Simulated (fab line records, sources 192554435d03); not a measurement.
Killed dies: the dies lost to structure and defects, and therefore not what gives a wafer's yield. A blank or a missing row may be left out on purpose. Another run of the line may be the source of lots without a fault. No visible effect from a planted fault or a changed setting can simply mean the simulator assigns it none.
The same fault as seen by 3 desks    flow n5_finfet    each desk has only its own numbers; what lay behind them comes last

== FOR THE TOOL OWNER'S DESK: litho_track-01 ==
The tool's own readings at N5_WELL_APT_COAT_02 (resist thk 950 nm): means of the sampled wafers that have a number, for each lot that ran on this tool. A lot is out of limits, marked OUT, if its mean lies more than 4 standard deviations from the usual mean; the brackets give that distance.
Columns: A = resist_line_temp_C at N5_WELL_APT_COAT_02, usual 23.01 C; B = spin_speed_rpm at N5_WELL_APT_COAT_02, usual 1357.0 rpm
lot   first seen here  A      B
L263  day 2 19:25      22.90  1356.7
L270  day 4 13:25      23.00  1443.3 (+78) OUT
L275  day 5 19:25      23.04  1441.5 (+77) OUT
This desk's verdict: out of limits on L270, L275, starting with L270 at day 4 13:25 (spin_speed_rpm at N5_WELL_APT_COAT_02). In limits: L263.

== FROM THE METROLOGY DESK ==
Lot by lot, what the gauges showed, no matter which tool ran the lot: averages of those sampled wafers that carry a number. A lot is out of limits, marked OUT, if its mean lies more than 4 standard deviations from the usual mean; the brackets give that distance. 7 of its 13 readings are shown, namely those furthest out on some lot.
Columns: A = cd_nm at N5_WELL_APT_CD_MEAS_08, usual 200.8 nm; B = NWELL_OVL at N5_WELL_APT_OVL_MEAS_09, usual -4 nm; C = DIBL_P at N5_BEOL_M4_RC_MEAS_101, usual 37.3 mV/V; D = IOFF_P at N5_BEOL_M4_RC_MEAS_101, usual 0.23 nA/um; E = ION_P at N5_BEOL_M4_RC_MEAS_101, usual 460 uA/um; F = VT_N at N5_BEOL_M4_RC_MEAS_101, usual 249 mV; G = VT_P at N5_BEOL_M4_RC_MEAS_101, usual -250 mV
lot   first seen here  A      B    C     D     E    F    G
L260  day 2 00:46      199.0  -13  35.9  0.22  458  249  -251
L263  day 2 18:46      200.5  0    37.3  0.24  467  249  -248
L267  day 3 18:38      196.7  -9   36.8  0.26  463  249  -246
L270  day 4 12:46      202.8  -7   37.6  0.25  468  247  -246
L271  day 4 18:38      199.9  0    38.8  0.29  472  242  -244
L275  day 5 18:46      200.7  2    33.5  0.16  448  255  -254
This desk found nothing out of limits on any of the 6 lots.

== THE DEFECT DESK ==
Lot by lot, what the route's inspections counted, given as the mean of those sampled wafers with a number. A lot is out of limits, marked OUT, if its mean lies more than 4 standard deviations from the usual mean; the brackets give that distance.
Columns: A = raw_defect_count at N5_ZERO_LAYER_INSPECT_20, usual 40; B = raw_defect_count at N5_WELL_APT_INSPECT_10, usual 2.0
lot   first seen here  A   B
L260  day 2 01:25      58  2.7
L263  day 2 19:23      30  0.7
L267  day 3 19:21      70  2.0
L270  day 4 13:23      36  1.3
L271  day 4 19:16      34  1.0
L275  day 5 19:23      45  1.0
This desk found nothing out of limits on any of the 6 lots.

== ALL TOGETHER ==
At day 4 13:25, on L270, L275, the tool owner's desk was in a position to raise an alarm.
The metrology desk saw nothing out of limits.
No out-of-limits result turned up at the defect desk.
The metrology desk has L270, L275 on record, within its limits.
The defect desk has L270, L275 on record, within its limits.
Of the lots named, all ran N5_WELL_APT_COAT_02 on litho_track-01.

== WHAT THE SIMULATOR HAD INSERTED ==
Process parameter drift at N5_WELL_APT_COAT_02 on litho_track-01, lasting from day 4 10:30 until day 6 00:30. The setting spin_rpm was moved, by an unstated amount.
Struck lots among those shown: L270, L275.
Each desk's first reading out of limits, in hours after the fault started: the tool owner's desk, 3.
